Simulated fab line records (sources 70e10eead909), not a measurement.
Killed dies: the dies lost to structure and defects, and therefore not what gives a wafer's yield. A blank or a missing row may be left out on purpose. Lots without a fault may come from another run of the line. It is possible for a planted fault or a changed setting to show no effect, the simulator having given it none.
fab line records | flow nand-harc
record lots=24 wafers=72 last-day=25
route steps=1159 shown P_M0@279 P_M1@305 P_BONDPAD@351 A_START@389 A_CHANNEL_HOLE_D1@471
lots that met no fault: taken from a fault-free run of the same line
start-h: hours from the record's opening day to when the first of the lot's shown wafers began | wait-h: hours elapsed since this lot's preceding step | " as in the row above | L1.1+2: several wafers, shown together as one row | - no value present, or no start provided | * or withheld: withheld | < > ~ a bound
route shown NAME@n: names a module that has steps shown in the file, with the first one's number in the route | usual: average and standard deviation across the fault-free wafers | same: alike in all rows | chamber/n: place in a boat | sites: the reading at each site | _std_site: standard deviation of those values | _edge_site: inner sites' mean taken away from outer sites' mean | radius-mm: how far each site lies from the wafer's centre | mask NAME#n: copy n | behind: the tool/chamber that last shaped the wafer | hold: why the lot was held/for how many hours/how that ended | device: the transistor (n, p or np) that didn't switch | end of line: tests run on the same wafers once the route is complete | where a step has no rows: the recipe by itself | killed: dies that structure and defects cost at the first sort, which is not the same as the wafer's yield | map: a wafer's dies, marking killed ones x, the rest . and places with no die _
set.NAME: the setting that was run; set.NAME@STEP: the one run at that earlier step | model.NAME: the simulator's own value behind a step, which no gauge read
route steps across a sampled set of lots; one table per step, one row per wafer
services: when a tool's chamber went out of use (start-h, in hours from the record's first day, below 0 if earlier), for how many hours, and the reason
## steps
# step NHARC_P_M0_THK_MEAS_24
# recipe thk-meas-gauge=xrf
# usual thk-nm=118.6/1.7
# columns lot.wafer tool chamber start-h wait-h thk-nm
L074.2 film-metro-02 - 118.57 - 120.7
L074.3 " - " " 118.5
L074.4 " - " " 121.3
L075.1 film-metro-02 - 134.59 - 119.1
L075.3 " - " " 117.6
L075.4 " - " " 119.4
L077.1 film-metro-02 - 137.17 - 120.5
L077.3 " - " " 117.3
L077.5 " - " " 116.9
L076.1 film-metro-02 - 137.43 - 116.5
L076.3 " - " " 119.2
L076.6 " - " " 119.7
L078.2 film-metro-01 - 143.73 - 119.3
L078.5 " - " " 117.3
L078.6 " - " " 119.3
L079.1 film-metro-01 - 144.67 - 115.9
L079.4 " - " " 122.6
L079.5 " - " " 118.7
L080.2 film-metro-02 - 145.36 - 119.7
L080.5 " - " " 117.9
L080.6 " - " " 116.7
L081.2 film-metro-01 - 166.16 - 117.0
L081.5 " - " " 117.7
L081.6 " - " " 118.9
L082.1 film-metro-01 - 170.07 - 121.9
L082.2 " - " " 116.8
L082.6 " - " " 118.5
L083.3 film-metro-01 - 170.24 - 115.0
L083.4 " - " " 119.0
L083.5 " - " " 116.8
L084.1 film-metro-01 - 177.37 - 118.1
L084.5 " - " " 115.4
L084.6 " - " " 116.5
L085.2 film-metro-01 - 177.68 - 119.1
L085.3 " - " " 118.4
L085.4 " - " " 118.0
L087.2 film-metro-01 - 210.14 - 116.5
L087.3 " - " " 117.4
L087.4 " - " " 119.0
L086.3 film-metro-02 - 210.77 - 115.7
L086.4 " - " " 122.1
L086.6 " - " " 120.8
L088.2 film-metro-01 - 215.54 - 119.2
L088.5 " - " " 117.0
L088.6 " - " " 118.4
L089.3 film-metro-01 - 216.68 - 116.5
L089.4 " - " " 119.5
L089.5 " - " " 120.0
L090.1 film-metro-02 - 221.47 - 118.7
L090.3 " - " " 116.9
L090.4 " - " " 117.1
L091.2 film-metro-01 - 224.44 - 117.3
L091.3 " - " " 119.4
L091.4 " - " " 118.6
L092.1 film-metro-02 - 225.25 - 115.1
L092.2 " - " " 118.9
L092.5 " - " " 118.2
L093.2 film-metro-02 - 231.09 - 117.6
L093.4 " - " " 119.1
L093.5 " - " " 118.9
L094.1 film-metro-01 - 240.23 - 119.7
L094.3 " - " " 117.5
L094.5 " - " " 117.7
L095.2 film-metro-02 - 246.26 - 118.4
L095.4 " - " " 119.3
L095.6 " - " " 120.9
L096.1 film-metro-02 - 246.71 - 118.5
L096.3 " - " " 120.7
L096.5 " - " " 117.7
L097.2 film-metro-01 - 251.13 - 120.4
L097.3 " - " " 119.4
L097.4 " - " " 118.6
# step NHARC_P_M1_DEGAS_29
# recipe temp-c=250 time-s=60
# usual heater-power-w=330/38
# columns lot.wafer tool chamber start-h wait-h heater-power-w
L074.3 pvd-sputter-01 - 121.35 - 368
L074.2 " - " " 332
L074.4 " - " " 249
L075.3 pvd-sputter-01 - 137.37 - 254
L075.4 " - " " 361
L075.1 " - " " 369
L077.1 pvd-sputter-02 - 139.88 - 403
L077.3 " - " " 319
L077.5 " - " " 409
L076.1 pvd-sputter-03 - 140.12 - 320
L076.3 " - " " 384
L076.6 " - " " 329
L078.2 pvd-sputter-03 - 146.41 - 320
L078.6 " - " " 319
L078.5 " - " " 388
L079.4 pvd-sputter-02 - 147.44 - 323
L079.1 " - " " 405
L079.5 " - " " 295
L080.2 pvd-sputter-03 - 148.10 - 317
L080.6 " - " " 321
L080.5 " - " " 314
L081.2 pvd-sputter-01 - 168.93 - 353
L081.6 " - " " 361
L081.5 " - " " 326
L082.2 pvd-sputter-01 - 172.97 - 334
L082.1 " - " " 358
L082.6 " - " " 325
L083.3 pvd-sputter-01 - 173.67 - 262
L083.4 " - " " 328
L083.5 " - " " 264
L084.1 pvd-sputter-03 - 180.31 - 321
L084.6 " - " " 321
L084.5 " - " " 382
L085.3 pvd-sputter-02 - 180.57 - 302
L085.2 " - " " 318
L085.4 " - " " 402
L087.2 pvd-sputter-01 - 212.90 - 264
L087.3 " - " " 358
L087.4 " - " " 352
L086.3 pvd-sputter-02 - 213.52 - 301
L086.4 " - " " 321
L086.6 " - " " 309
L088.2 pvd-sputter-03 - 218.67 - 324
L088.6 " - " " 314
L088.5 " - " " 383
L089.4 pvd-sputter-03 - 219.96 - 394
L089.3 " - " " 313
L089.5 " - " " 312
L090.1 pvd-sputter-03 - 224.11 - 392
L090.4 " - " " 325
L090.3 " - " " 321
L091.2 pvd-sputter-01 - 227.77 - 364
L091.4 " - " " 330
L091.3 " - " " 361
L092.2 pvd-sputter-02 - 227.89 - 387
L092.1 " - " " 307
L092.5 " - " " 295
L093.4 pvd-sputter-03 - 234.02 - 320
L093.2 " - " " 391
L093.5 " - " " 310
L094.3 pvd-sputter-02 - 243.35 - 309
L094.1 " - " " 340
L094.5 " - " " 286
L095.2 pvd-sputter-02 - 249.58 - 299
L095.4 " - " " 288
L095.6 " - " " 305
L096.3 pvd-sputter-02 - 249.77 - 293
L096.1 " - " " 379
L096.5 " - " " 331
L097.2 pvd-sputter-01 - 253.86 - 329
L097.4 " - " " 365
L097.3 " - " " 359
# step NHARC_P_BONDPAD_DEP_00
# recipe target-thk-a=2500 temp-c=370 target-thk-nm=250 pressure-torr=3 flow-sccm=200 rf-w=450 material=SiCN
# usual chamber-pressure-Torr=3.000/0.0059 heater-power-outer-w=308/52 heater-power-w=559/88
# columns lot.wafer tool chamber start-h wait-h chamber-pressure-Torr heater-power-outer-w heater-power-w
L074.3 pecvd-01 0 127.70 - 3.008 322 552
L074.2 " 1 " " 3.007 228 459
L074.4 " 1 " " 3.006 234 472
L075.3 pecvd-02 0 - - 2.993 321 574
L075.1 " 2 " " 2.990 327 692
L075.4 " 2 " " 3.000 347 692
L077.1 pecvd-01 1 - - 3.002 269 512
L077.3 " 2 " " 3.001 346 571
L077.5 " 2 " " 3.007 352 580
L076.1 pecvd-03 2 146.91 - 2.999 304 483
L076.3 " 1 " " 3.003 395 674
L076.6 " 0 " " 3.000 301 546
L078.2 pecvd-01 0 152.77 - 2.997 303 501
L078.6 " 2 " " 3.001 319 549
L078.5 " 0 " " 3.002 309 515
L079.1 pecvd-01 1 153.59 - 2.993 217 454
L079.4 " 1 " " 2.998 233 467
L079.5 " 2 " " 2.991 340 574
L080.2 pecvd-03 0 - - 3.000 322 609
L080.5 " 0 " " 2.995 318 606
L080.6 " 1 " " 3.003 402 710
L081.2 pecvd-02 1 175.53 - 2.999 269 534
L081.6 " 1 " " 2.989 272 533
L081.5 " 0 " " 3.003 281 507
L082.1 pecvd-03 0 179.11 - 3.002 287 563
L082.2 " 2 " " 2.997 333 518
L082.6 " 1 " " 2.991 360 637
L083.4 pecvd-02 1 180.22 - 2.999 196 430
L083.3 " 0 " " 3.003 349 617
L083.5 " 0 " " 3.004 260 489
L084.1 pecvd-01 1 186.69 - 2.992 276 528
L084.5 " 1 " " 2.999 201 417
L084.6 " 0 " " 3.003 259 444
L085.3 pecvd-03 0 187.06 - 2.996 306 587
L085.2 " 1 " " 2.995 409 699
L085.4 " 1 " " 2.995 408 723
L087.3 pecvd-02 1 - - 2.998 254 499
L087.2 " 2 " " 2.990 387 742
L087.4 " 2 " " 2.999 389 739
L086.3 pecvd-02 2 - - 3.000 384 755
L086.6 " 2 " " 3.007 405 752
L086.4 " 1 " " 3.000 272 520
L088.2 pecvd-02 1 - - 3.001 264 504
L088.6 " 0 " " 3.006 305 545
L088.5 " 1 " " 2.993 263 500
L089.3 pecvd-01 0 - - 2.993 312 518
L089.4 " 1 " " 2.994 196 428
L089.5 " 0 " " 2.999 311 516
L090.3 pecvd-01 2 231.26 - 3.007 275 508
L090.1 " 1 " " 2.985 232 476
L090.4 " 2 " " 3.005 288 519
L091.2 pecvd-02 2 233.99 - 3.003 384 737
L091.3 " 0 " " 3.001 261 497
L091.4 " 2 " " 2.989 390 752
L092.2 pecvd-03 1 - - 3.013 400 710
L092.1 " 2 " " 2.997 320 507
L092.5 " 0 " " 3.006 302 558
L093.2 pecvd-03 1 - - 3.007 397 708
L093.4 " 0 " " 3.008 257 501
L093.5 " 1 " " 3.008 413 715
L094.3 pecvd-03 0 249.63 - 3.000 286 554
L094.1 " 1 " " 2.995 381 685
L094.5 " 2 " " 3.001 277 451
L095.2 pecvd-02 1 256.81 - 3.002 214 453
L095.4 " 1 " " 2.997 220 457
L095.6 " 2 " " 3.003 389 721
L096.1 pecvd-02 0 257.13 - 3.002 314 557
L096.3 " 1 " " 2.996 234 464
L096.5 " 2 " " 2.993 400 764
L097.3 pecvd-01 2 260.74 - 3.001 294 526
L097.2 " 0 " " 3.002 325 552
L097.4 " 0 " " 3.001 334 537
# step NHARC_P_BONDPAD_ANNEAL_28
# recipe temp-c=225 time-s=90
# usual wafer_temp_C_max=226.1/0.33
# columns lot.wafer tool chamber start-h wait-h wafer_temp_C_max
L074.2 rtp-anneal-01 0 131.20 0.4 226.6
L074.3 " 0 " " 226.4
L074.4 " 0 " " 226.3
L075.1 rtp-anneal-02 0 146.99 0.3 226.4
L075.3 " 0 " " 226.4
L075.4 " 0 " " 226.3
L077.1 rtp-anneal-01 0 149.83 - 226.4
L077.3 " 0 " " 226.4
L077.5 " 0 " " 226.7
L076.1 rtp-anneal-02 0 150.14 0.3 225.9
L076.3 " 0 " " 225.5
L076.6 " 0 " " 225.7
L078.2 rtp-anneal-02 0 155.76 - 225.6
L078.5 " 0 " " 225.8
L078.6 " 0 " " 225.7
L079.1 rtp-anneal-02 0 156.72 0.3 225.6
L079.4 " 0 " " 225.8
L079.5 " 0 " " 225.6
L080.2 rtp-anneal-02 0 157.54 0.3 226.0
L080.5 " 0 " " 225.8
L080.6 " 0 " " 225.8
L081.2 rtp-anneal-01 0 179.05 - 226.5
L081.5 " 0 " " 226.1
L081.6 " 0 " " 226.2
L082.1 rtp-anneal-01 0 182.10 0.3 226.3
L082.2 " 0 " " 226.3
L082.6 " 0 " " 226.3
L083.3 rtp-anneal-02 0 183.45 - 226.0
L083.4 " 0 " " 225.6
L083.5 " 0 " " 225.9
L084.1 rtp-anneal-01 0 189.82 0.3 226.1
L084.5 " 0 " " 226.4
L084.6 " 0 " " 226.0
L085.2 rtp-anneal-01 0 190.22 - 226.3
L085.3 " 0 " " 226.7
L085.4 " 0 " " 226.1
L087.2 rtp-anneal-01 0 222.27 - 227.0
L087.3 " 0 " " 226.5
L087.4 " 0 " " 226.3
L086.3 rtp-anneal-01 0 223.41 - 226.2
L086.4 " 0 " " 226.1
L086.6 " 0 " " 225.9
L088.2 rtp-anneal-02 0 228.87 - 225.8
L088.5 " 0 " " 225.5
L088.6 " 0 " " 225.6
L089.3 rtp-anneal-01 0 230.00 0.7 226.2
L089.4 " 0 " " 226.8
L089.5 " 0 " " 226.0
L090.1 rtp-anneal-01 0 234.52 0.3 226.6
L090.3 " 0 " " 226.1
L090.4 " 0 " " 226.5
L091.2 rtp-anneal-01 0 237.25 - 226.0
L091.3 " 0 " " 226.4
L091.4 " 0 " " 226.2
L092.1 rtp-anneal-01 0 237.83 - 226.4
L092.2 " 0 " " 226.5
L092.5 " 0 " " 226.2
L093.2 rtp-anneal-01 0 243.71 0.5 226.6
L093.4 " 0 " " 226.2
L093.5 " 0 " " 226.2
L094.1 rtp-anneal-01 0 252.79 0.4 226.3
L094.3 " 0 " " 226.1
L094.5 " 0 " " 226.2
L095.2 rtp-anneal-01 0 259.95 - 226.4
L095.4 " 0 " " 226.0
L095.6 " 0 " " 226.2
L096.1 rtp-anneal-02 0 260.23 - 225.8
L096.3 " 0 " " 225.9
L096.5 " 0 " " 225.9
L097.2 rtp-anneal-01 0 264.11 0.4 226.1
L097.3 " 0 " " 227.1
L097.4 " 0 " " 226.0
# step NHARC_A_START_INSPECT_01
# usual raw-defect-count=3.7/2.1
# columns lot.wafer tool chamber start-h wait-h raw-defect-count
L074.2 defect-inspect-02 - 132.48 - 2
L074.3 " - " " 6
L074.4 " - " " 5
L075.1 defect-inspect-01 - 148.33 - 3
L075.3 " - " " 6
L075.4 " - " " 4
L077.1 defect-inspect-02 - 151.22 - 3
L077.3 " - " " 7
L077.5 " - " " 3
L076.1 defect-inspect-01 - 151.52 - 3
L076.3 " - " " 5
L076.6 " - " " 3
L078.2 defect-inspect-02 - 157.05 - 4
L078.5 " - " " 4
L078.6 " - " " 4
L079.1 defect-inspect-01 - 158.07 - 3
L079.4 " - " " 5
L079.5 " - " " 3
L080.2 defect-inspect-01 - 158.83 - 6
L080.5 " - " " 1
L080.6 " - " " 5
L081.2 defect-inspect-01 - 180.37 - 7
L081.5 " - " " 0
L081.6 " - " " 0
L082.1 defect-inspect-02 - 183.43 - 3
L082.2 " - " " 1
L082.6 " - " " 4
L083.3 defect-inspect-02 - 184.68 - 3
L083.4 " - " " 6
L083.5 " - " " 3
L084.1 defect-inspect-02 - 191.15 - 3
L084.5 " - " " 4
L084.6 " - " " 5
L085.2 defect-inspect-01 - 191.54 - 3
L085.3 " - " " 4
L085.4 " - " " 2
L087.2 defect-inspect-02 - 223.56 - 3
L087.3 " - " " 4
L087.4 " - " " 2
L086.3 defect-inspect-02 - 224.68 - 1
L086.4 " - " " 6
L086.6 " - " " 7
L088.2 defect-inspect-01 - 230.22 - 2
L088.5 " - " " 4
L088.6 " - " " 5
L089.3 defect-inspect-01 - 231.27 - 1
L089.4 " - " " 4
L089.5 " - " " 3
L090.1 defect-inspect-01 - 235.90 - 7
L090.3 " - " " 4
L090.4 " - " " 1
L091.2 defect-inspect-01 - 238.55 - 2
L091.3 " - " " 3
L091.4 " - " " 8
L092.1 defect-inspect-01 - 239.19 - 4
L092.2 " - " " 4
L092.5 " - " " 0
L093.2 defect-inspect-02 - 245.25 - 6
L093.4 " - " " 6
L093.5 " - " " 1
L094.1 defect-inspect-01 - 254.16 - 3
L094.3 " - " " 4
L094.5 " - " " 0
L095.2 defect-inspect-02 - 261.25 - 11
L095.4 " - " " 7
L095.6 " - " " 5
L096.1 defect-inspect-01 - 261.62 - 6
L096.3 " - " " 0
L096.5 " - " " 1
L097.2 defect-inspect-02 - 265.40 - 1
L097.3 " - " " 6
L097.4 " - " " 1
# step NHARC_A_CHANNEL_HOLE_D1_ETCH_19
# recipe bias-v=1200 source-w=2500 pressure-mtorr=15 time-s=34.5 ar-flow-sccm=375 c4f8-flow-sccm=28.8 o2-flow-sccm=96.2 temp-c=-20 target-depth-a=* chemistry=C4F8/O2/Ar
# usual drypump-motor-current-A=5.53/0.29 esc-clamp-current-uA=0.0212/0.00058 showerhead-plenum-p-Torr=3.82/0.12 throttle-valve-pct=37.037/0.009
# columns lot.wafer tool chamber start-h wait-h drypump-motor-current-A esc-clamp-current-uA rf-hours-counter-h showerhead-plenum-p-Torr throttle-valve-pct
L074.2 har-etch-01 0 176.80 0.1 5.10 0.0213 194 3.64 37.041
L074.3 " 0 " " 5.11 0.0213 - 3.64 37.048
L074.4 " 1 " " 5.61 0.0203 - 3.87 37.037
L075.1 har-etch-01 1 189.92 0.1 5.61 0.0203 200 3.87 37.043
L075.4 " 1 " " 5.60 0.0203 - 3.87 37.042
L075.3 " 0 " " 5.09 0.0213 - 3.64 37.044
L077.1 har-etch-02 0 191.05 0.4 5.56 0.0218 103 3.92 37.035
L077.3 " 1 " " 5.90 0.0216 - 3.93 37.040
L077.5 " 1 " " 5.91 0.0216 - 3.92 37.035
L076.1 har-etch-01 0 194.05 2.2 5.08 0.0213 204 3.63 37.045
L076.3 " 0 " " 5.08 0.0213 - 3.63 37.026
L076.6 " 1 " " 5.62 0.0203 - 3.86 37.029
L079.1 har-etch-02 0 199.40 0.1 5.64 0.0218 107 3.92 37.033
L079.4 " 1 " " 5.89 0.0215 - 3.92 37.027
L079.5 " 1 " " 5.87 0.0216 - 3.92 37.043
L080.2 har-etch-01 1 199.98 0.1 5.58 0.0203 208 3.86 37.038
L080.6 " 1 " " 5.58 0.0203 - 3.86 37.029
L080.5 " 0 " " 5.10 0.0213 - 3.63 37.046
L078.2 har-etch-02 0 203.60 3.2 5.57 0.0218 111 3.92 37.036
L078.5 " 1 " " 5.92 0.0216 - 3.92 37.045
L078.6 " 0 " " 5.64 0.0218 - 3.92 37.026
L082.2 har-etch-02 0 220.94 0.1 5.64 0.0218 116 3.92 37.043
L082.1 " 1 " " 5.87 0.0216 116 3.92 37.038
L082.6 " 0 " " 5.60 0.0219 - 3.92 37.048
L081.2 har-etch-01 0 222.30 0.1 5.07 0.0213 215 3.63 37.052
L081.5 " 0 " " 5.09 0.0213 - 3.63 37.047
L081.6 " 1 " " 5.58 0.0203 - 3.86 37.048
L083.4 har-etch-02 1 239.58 0.1 5.91 0.0216 - 3.91 37.026
L083.3 " 0 " " 5.64 0.0219 - 3.91 37.043
L083.5 " 0 " " 5.63 0.0218 - 3.91 37.042
L084.1 har-etch-01 0 239.71 0.1 5.12 0.0214 222 3.62 37.045
L084.5 " 0 " " 5.11 0.0213 - 3.62 37.020
L084.6 " 1 " " 5.61 0.0203 - 3.86 37.054
L085.2 har-etch-02 1 243.73 2.3 5.91 0.0216 127 3.91 37.039
L085.3 " 0 " " 5.58 0.0218 - 3.91 37.033
L085.4 " 1 " " 5.87 0.0216 - 3.91 37.028
L087.2 har-etch-02 0 266.21 0.1 5.65 0.0218 131 3.91 37.057
L087.3 " 0 " " 5.67 0.0218 - 3.91 37.031
L087.4 " 1 " " 5.89 0.0216 - 3.91 37.032
L086.4 har-etch-01 0 266.26 0.1 5.10 0.0213 - 3.62 37.046
L086.3 " 1 " " 5.58 0.0203 - 3.85 37.034
L086.6 " 0 " " 5.08 0.0213 - 3.62 37.034
L088.2 har-etch-01 0 272.63 0.1 5.09 0.0214 234 3.62 37.043
L088.6 " 0 " " 5.09 0.0214 - 3.62 37.037
L088.5 " 1 " " 5.62 0.0204 - 3.85 37.041
L089.3 har-etch-02 0 273.79 0.1 5.60 0.0218 - 3.90 37.029
L089.4 " 1 " " 5.89 0.0216 - 3.90 37.027
L089.5 " 0 " " 5.60 0.0218 - 3.91 37.027
L090.1 har-etch-01 1 282.15 0.1 5.59 0.0203 238 3.85 37.035
L090.4 " 0 " " 5.08 0.0213 - 3.62 37.026
L090.3 " 1 " " 5.63 0.0203 - 3.85 37.041
L092.2 har-etch-02 0 282.83 0.1 5.61 0.0218 140 3.90 37.039
L092.1 " 1 " " 5.90 0.0216 140 3.90 37.026
L092.5 " 0 " " 5.62 0.0218 - 3.90 37.054
L091.2 har-etch-01 0 286.26 3.1 5.10 0.0213 242 3.61 37.045
L091.3 " 0 " " 5.10 0.0213 - 3.61 37.046
L091.4 " 1 " " 5.62 0.0203 - 3.84 37.034
L093.2 har-etch-01 1 292.14 2.2 5.61 0.0204 247 3.84 37.048
L093.4 " 0 " " 5.11 0.0213 - 3.61 37.023
L093.5 " 0 " " 5.10 0.0213 - 3.61 37.030
L094.1 har-etch-01 0 297.99 0.1 5.08 0.0214 251 3.61 37.051
L094.3 " 1 " " 5.61 0.0203 - 3.84 37.033
L094.5 " 0 " " 5.10 0.0213 - 3.61 37.033
L096.1 har-etch-02 0 301.89 0.1 5.60 0.0218 150 3.90 37.033
L096.3 " 1 " " 5.88 0.0216 - 3.90 37.022
L096.5 " 0 " " 5.62 0.0219 - 3.90 37.055
L095.2 har-etch-01 0 304.27 0.1 5.10 0.0213 255 3.61 37.045
L095.4 " 0 " " 5.10 0.0214 - 3.61 37.040
L095.6 " 1 " " 5.57 0.0204 - 3.84 37.024
L097.2 har-etch-02 1 308.81 1.4 5.88 0.0216 155 3.89 37.027
L097.4 " 0 " " 5.61 0.0218 - 3.89 37.035
L097.3 " 1 " " 5.89 0.0216 - 3.89 37.034
## services
# columns tool chamber start-h hours kind
pvd-sputter-01 - 99.53 1.9 repair
pvd-sputter-03 - 102.04 10.0 pm
pecvd-03 - 111.74 1.0 repair
pecvd-03 - 112.75 13.0 pm
pvd-sputter-01 - 115.44 0.8 repair
pvd-sputter-03 - 125.88 5.1 repair
pecvd-02 - 153.02 13.0 pm
pecvd-02 0 153.02 13.0 vent-cycle
pvd-sputter-01 - 158.01 10.0 pm
pecvd-02 2 166.70 16.5 repair
pvd-sputter-03 - 198.68 17.0 repair
pecvd-01 2 205.87 15.4 repair
pvd-sputter-02 - 214.00 10.0 pm
pvd-sputter-02 - 229.81 2.5 repair
pecvd-01 - 237.13 13.0 pm
pvd-sputter-03 - 280.04 10.0 pm
pecvd-02 0 285.00 13.4 repair
pecvd-02 - 292.89 1.9 repair
pecvd-03 1 293.23 28.1 repair
pecvd-03 - 294.11 13.0 pm
rtp-anneal-02 - 300.00 12.0 pm
har-etch-01 - 308.40 17.0 pm
har-etch-01 0 308.40 17.0 vent-cycle
har-etch-01 1 308.40 17.0 vent-cycle
## key
fault none
